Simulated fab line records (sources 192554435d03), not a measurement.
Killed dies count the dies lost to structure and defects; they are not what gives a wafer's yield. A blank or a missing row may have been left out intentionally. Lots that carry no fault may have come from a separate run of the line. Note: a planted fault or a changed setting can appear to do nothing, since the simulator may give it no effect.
Split-lot study    flow n5Finfet    7 lots, 39 wafers read, on a route of 1938 steps

## THE SPLIT
At N5_DUMMY_GATE_ETCH_37 (etches SOC in N2/H2, target depth 60 nm, overetch 30 nm), the setting sourceW was moved away from the recipe's 840 W on 12 of the 39 wafers read, by -15.8% to +16.1%. For the rest of the wafers, this setting stayed at what the recipe calls for.

The reading is taken at the split's own step.

## THE READING
rfVppV, in V, at N5_DUMMY_GATE_ETCH_37 (etches SOC in N2/H2, target depth 60 nm, overetch 30 nm). A value of 524.1 V with a standard deviation of 2 V is what fault-free wafers of this fab line usually give.

wafer   tool, chamber at the split  sourceW as run, W  against the recipe  rfVppV, V  against lot-mates on the recipe
L077.1  rieDiel-05, 3               840                recipe              522.6      -
L077.2  rieDiel-05, 0               840                recipe              523.5      -
L077.3  rieDiel-05, 2               840                recipe              524.8      -
L077.4  rieDiel-05, 1               975.3              +16.1%              501.8      -21.8
L077.5  rieDiel-05, 3               975.3              +16.1%              496.7      -26.9
L077.6  rieDiel-05, 0               975.3              +16.1%              494.7      -28.9
L084.1  rieDiel-06, 0               840                recipe              523.0      -
L084.2  rieDiel-06, 1               840                recipe              523.1      -
L084.3  rieDiel-06, 2               840                recipe              526.7      -
L084.4  rieDiel-06, 3               840                recipe              525.8      -
L084.5  rieDiel-06, 3               840                recipe              525.2      -
L084.6  rieDiel-06, 0               840                recipe              521.0      -
L086.1  rieDiel-06, 2               840                recipe              526.9      -
L086.2  rieDiel-06, 3               887.6              +5.7%               517.2      -7.8
L086.3  rieDiel-06, 1               840                recipe              522.2      -
L086.4  rieDiel-06, 0               887.6              +5.7%               511.7      -13.3
L086.5  rieDiel-06, 3               840                recipe              526.0      -
L086.6  rieDiel-06, 0               887.6              +5.7%               513.7      -11.3
L087.1  rieDiel-06, 0               840                recipe              522.1      -
L087.2  rieDiel-06, 1               768.2              -8.5%               538.0      +12.7
L087.3  rieDiel-06, 3               768.2              -8.5%               542.6      +17.3
L087.4  rieDiel-06, 2               840                recipe              527.3      -
L087.5  rieDiel-06, 2               840                recipe              526.4      -
L087.6  rieDiel-06, 3               768.2              -8.5%               542.3      +17.0
L088.1  rieDiel-05, 2               840                recipe              523.8      -
L088.2  rieDiel-05, 3               707.2              -15.8%              552.2      +28.8
L088.3  rieDiel-05, 0               840                recipe              524.5      -
L088.4  rieDiel-05, 1               707.2              -15.8%              557.5      +34.1
L088.5  rieDiel-05, 0               840                recipe              522.0      -
L088.6  rieDiel-05, 1               707.2              -15.8%              558.4      +35.0
L091.2  rieDiel-05, 0               840                recipe              522.3      -
L091.5  rieDiel-05, 2               840                recipe              525.1      -
L091.6  rieDiel-05, 3               840                recipe              522.1      -
L093.1  rieDiel-05, 2               840                recipe              525.3      -
L093.2  rieDiel-05, 1               840                recipe              527.3      -
L093.3  rieDiel-05, 0               840                recipe              521.9      -
L093.4  rieDiel-05, 3               840                recipe              524.0      -
L093.5  rieDiel-05, 0               840                recipe              523.2      -
L093.6  rieDiel-05, 1               840                recipe              526.1      -

FIT RESULTS
A straight line over all 39 wafers: rfVppV changes by -1.84 V for each +1% of sourceW; r = -0.98; the points scatter about the line by 2.4 V.
The same after taking each lot's own level away (the mean of its wafers on the recipe; 39 wafers): -1.83 V for each +1%; r = -0.98; scatter 2.5 V.
On that fit, the largest move of sourceW shifts the reading by 30 V.
Across the lots, their own levels run from 523.17 to 525.27 V, a range of 1.1 times the standard deviation given above.
Consequently the slope shifts little with the lot-to-lot level, the two slopes agreeing.
Check: with one of the wafers moved furthest among these (+16.1%) left out of the fit, the line predicts -30.5 V for it against its lot-mates. It came out at -21.8 V against them.
Tool readings at the split's step, against how far the setting was moved: rfVppV r = -0.98.

## THE FILE'S OWN FIT
rfVppV changes by -1.83 V for each +1% of sourceW, r = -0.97.
